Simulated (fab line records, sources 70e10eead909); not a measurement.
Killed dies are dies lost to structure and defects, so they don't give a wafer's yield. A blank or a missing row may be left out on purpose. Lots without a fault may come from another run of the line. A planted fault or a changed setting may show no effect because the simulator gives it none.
fab line records | flow nand_harc
record lots=6 wafers=18 last_day=24
route steps=1159 shown THIN_TSV@1139
lots that met no fault: from a run of the same line without faults
start_h: hours from the record's first day to the start of the lot's first wafer shown | wait_h: hours since the lot's step before | " the same as in the row above | L1.1+2: a row that stands for several wafers | - no value, or no start given | * or withheld: withheld | < > ~ a bound
route shown NAME@n: a module of which the file shows steps, and the number in the route of the first | usual: mean/standard deviation of fault-free wafers | same: alike in all rows | chamber/n: place in a boat | sites: the reading at each site | _std_site: their standard deviation | _edge_site: outer sites' mean less inner sites' | radius_mm: how far each site lies from the wafer's centre | mask NAME#n: copy n | behind: the tool/chamber that last shaped the wafer | hold: why the lot was held/for how many hours/how that ended | device: the transistor (n, p or np) that didn't switch | end of line: the same wafers' tests at the end of the route | a step without rows: its recipe alone | killed: dies lost to structure and defects at the first sort, not the wafer's yield | map: a wafer's dies, x killed, . not, _ none there
set.NAME: the setting as run; set.NAME@STEP: as run at that earlier step | model.NAME: the simulator's own value behind a step, which no gauge read
lots at some steps of the route; a table a step, a row a wafer
services: from which hour (start_h, from the record's first day; less than 0 if before it) a tool's chamber was out of use, for how many hours, and why
## steps
# step NHARC_THIN_TSV_PVD_24
# recipe target_thk_a=8000 power_w=withheld chamber_pressure_pa=withheld substrate_temp_c=withheld time_s=withheld gas=Ar material=Al
# step NHARC_THIN_TSV_DEHYDRATE_25
# recipe temp_c=150 time_s=120
# step NHARC_THIN_TSV_HMDS_26
# recipe time_s=30
# step NHARC_THIN_TSV_COAT_27
# recipe spin_rpm=*
# step NHARC_THIN_TSV_SOFTBAKE_28
# recipe temp_c=122 time_s=95
# step NHARC_THIN_TSV_EBR_29
# step NHARC_THIN_TSV_EXPOSE_30
# recipe na=0.55 dose_mj=11.47 mask_id=PAD
# step NHARC_THIN_TSV_PEB_31
# recipe peb_temp_c=118 peb_time_s=85
# step NHARC_THIN_TSV_DEVELOP_32
# recipe time_s=70
# step NHARC_THIN_TSV_CD_MEAS_33
# recipe target_cd_nm=5000 landing_energy_ev=500
# usual cd_nm=4999.4/2.7
# columns lot.wafer tool chamber start_h wait_h cd_nm
L521.1 cd_sem-01 0 436.92 - 5002.4
L521.5 " 0 " " 4999.7
L521.6 " 0 " " 5000.4
L525.2 cd_sem-01 0 454.37 - 5002.6
L525.3 " 0 " " 5000.4
L525.5 " 0 " " 4999.2
L528.3 cd_sem-03 0 486.86 - 5001.8
L528.4 " 0 " " 4998.2
L528.6 " 0 " " 4996.0
L534.2 cd_sem-02 0 502.12 - 5000.5
L534.3 " 0 " " 4998.6
L534.6 " 0 " " 4999.3
L538.3 cd_sem-03 0 545.74 - 4997.1
L538.4 " 0 " " 4994.5
L538.5 " 0 " " 4996.7
L540.1 cd_sem-03 0 550.31 - 4997.3
L540.3 " 0 " " 4999.0
L540.6 " 0 " " 5002.5
# step NHARC_THIN_TSV_HARDBAKE_34
# recipe temp_c=125 time_s=80
# step NHARC_THIN_TSV_DESCUM_35
# recipe time_s=3 o2_flow_sccm=200 ar_flow_sccm=0 bias_power_w=0 chemistry=O2
# usual drypump_motor_current_A=5.72/0.24 oes_product_au=0.995/0.012 rf_vpp_V=57.8/0.9 showerhead_plenum_p_Torr=1.91/0.089 throttle_valve_pct=11.311/0.009
# columns lot.wafer tool chamber start_h wait_h drypump_motor_current_A oes_product_au rf_hours_counter_h rf_vpp_V showerhead_plenum_p_Torr throttle_valve_pct
L521.1 rie_diel-07 1 437.11 - 5.86 1.004 3 58.4 2.01 11.324
L521.6 " 2 " " 6.10 1.012 - 56.6 1.80 11.319
L521.5 " 3 " " 5.55 0.996 - 59.4 1.90 11.315
L525.2 rie_diel-07 2 454.55 - 6.07 1.006 4 57.4 1.80 11.319
L525.3 " 3 " " 5.50 0.980 4 58.1 1.90 11.294
L525.5 " 0 " " 5.85 0.967 - 55.7 1.77 11.308
L528.3 rie_diel-07 1 487.04 - 5.87 1.003 8 58.3 2.01 11.329
L528.4 " 1 " " 5.90 1.014 - 59.1 2.01 11.310
L528.6 " 2 " " 6.09 1.000 - 58.6 1.80 11.315
L534.3 rie_diel-07 0 502.27 - 5.87 0.967 9 58.1 1.77 11.313
L534.2 " 2 " " 6.09 0.998 10 56.7 1.80 11.298
L534.6 " 0 " " 5.85 0.975 - 57.9 1.77 11.315
L538.4 rie_diel-13 2 545.90 - 5.39 1.003 6 57.8 1.98 11.318
L538.3 " 0 " " 5.84 1.005 6 58.8 1.95 11.321
L538.5 " 3 " " 6.04 0.991 - 54.9 1.89 11.305
L540.1 rie_diel-07 2 550.48 - 6.05 1.010 15 57.1 1.80 11.307
L540.3 " 1 " " 5.86 1.001 14 57.8 2.01 11.307
L540.6 " 2 " " 6.06 0.998 - 57.5 1.80 11.312
# step NHARC_THIN_TSV_ETCH_59
# recipe target_depth_a=8800 icp_w=900 bias_w=100 Cl2_flow_sccm=60 bcl3_flow_sccm=30 time_s=138.1 chemistry=Cl2/BCl3
# usual drypump_motor_current_A=5.4/0.42 oes_product_au=0.992/0.01 throttle_valve_pct=22.265/0.009
# columns lot.wafer tool chamber start_h wait_h drypump_motor_current_A oes_product_au rf_hours_counter_h throttle_valve_pct
L521.1 rie_metal-03 1 437.20 0.1 5.6 0.988 4.2 22.257
L521.5 " 1 " " 5.6 0.985 - 22.262
L521.6 " 0 " " 5.1 0.988 - 22.279
L525.2 rie_metal-01 1 454.69 0.1 5.5 0.960 3.7 22.261
L525.3 " 1 " " 5.5 0.962 - 22.266
L525.5 " 0 " " 6.0 0.989 - 22.258
L528.4 rie_metal-01 0 487.24 0.1 6.0 1.005 - 22.270
L528.3 " 1 " " 5.5 0.954 - 22.271
L528.6 " 0 " " 6.0 0.997 - 22.268
L534.2 rie_metal-03 1 502.40 0.1 5.6 0.981 1.0 22.281
L534.3 " 0 " " 5.1 0.974 - 22.268
L534.6 " 0 " " 5.1 0.984 - 22.260
L538.3 rie_metal-01 1 546.10 0.2 5.5 0.997 - 22.269
L538.4 " 0 " " 6.0 0.990 - 22.271
L538.5 " 0 " " 6.0 0.979 - 22.271
L540.1 rie_metal-02 0 550.61 0.1 4.8 1.003 4.8 22.263
L540.3 " 1 " " 4.9 1.003 - 22.260
L540.6 " 0 " " 4.8 1.010 - 22.263
# step NHARC_THIN_TSV_ETCH_36
# recipe target_depth_a=650 over_etch_frac=0.3 time_s=18.571 ion_energy_ev=150 chemistry=Cl2/BCl3
# usual drypump_motor_current_A=5.4/0.42 oes_product_au=0.992/0.012
# columns lot.wafer tool chamber start_h wait_h drypump_motor_current_A oes_product_au rf_hours_counter_h
L521.1 rie_metal-03 0 437.47 0.2 5.1 0.978 4.3
L521.6 " 1 " " 5.5 0.978 -
L521.5 " 0 " " 5.1 0.979 -
L525.2 rie_metal-01 0 454.91 0.2 6.0 0.998 3.8
L525.3 " 0 " " 6.0 0.988 -
L525.5 " 1 " " 5.4 1.003 -
L528.4 rie_metal-01 0 487.44 0.2 6.0 1.001 -
L528.3 " 1 " " 5.5 1.002 -
L528.6 " 0 " " 6.0 0.996 -
L534.2 rie_metal-03 1 502.66 0.2 5.6 0.985 1.2
L534.3 " 0 " " 5.1 0.984 -
L534.6 " 0 " " 5.1 0.986 -
L538.3 rie_metal-01 0 546.29 0.2 6.0 0.973 -
L538.4 " 1 " " 5.5 0.986 -
L538.5 " 1 " " 5.5 0.992 -
L540.1 rie_metal-02 1 550.87 0.2 4.9 0.998 4.5
L540.3 " 0 " " 4.8 1.013 -
L540.6 " 0 " " 4.8 1.009 -
## services
# columns tool chamber start_h hours kind
rie_diel-07 0 414.20 - clean
rie_diel-07 1 414.20 - clean
rie_diel-07 2 414.20 - clean
rie_diel-07 3 414.20 - clean
rie_diel-13 0 422.28 4.6 repair
rie_diel-07 0 438.70 - clean
rie_diel-07 1 438.70 - clean
rie_diel-07 2 438.70 - clean
rie_diel-07 3 438.70 - clean
rie_diel-13 0 439.06 12.5 repair
rie_diel-13 - 453.00 9.0 pm
rie_metal-03 - 453.04 9.0 pm
rie_diel-07 0 463.20 - clean
rie_diel-07 1 463.20 - clean
rie_diel-07 2 463.20 - clean
rie_diel-07 3 480.85 7.0 repair
rie_diel-13 0 501.06 2.7 repair
rie_metal-01 - 509.25 9.0 pm
rie_metal-01 0 509.25 9.0 vent_cycle
rie_metal-01 1 509.25 9.0 vent_cycle
rie_diel-13 - 514.42 0.7 repair
rie_metal-01 0 518.25 - clean
rie_metal-01 1 518.25 - clean
rie_diel-07 1 524.50 9.5 repair
## key
first_sign step=NHARC_THIN_TSV_ETCH_59 reading=oes_product_au direction=down sigmas=3.2 usual=0.992 struck=0.958
effect none on later readings
met_at NHARC_THIN_TSV_ETCH_59
struck_wafers L525.2,L525.3,L528.3
sort_left_out L525.2,L525.3,L528.3
fault kind=process_parameter_drift tool=rie_metal-01 chamber=- onset_h=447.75 steps=NHARC_THIN_TSV_ETCH_59 channel=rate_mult offset=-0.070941 shape=step end_h=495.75 scope=struck_wafers_only
# sort_left_out: the simulated sort isn't trusted on such a fault, so these wafers' sort isn't shown, and their yield isn't known
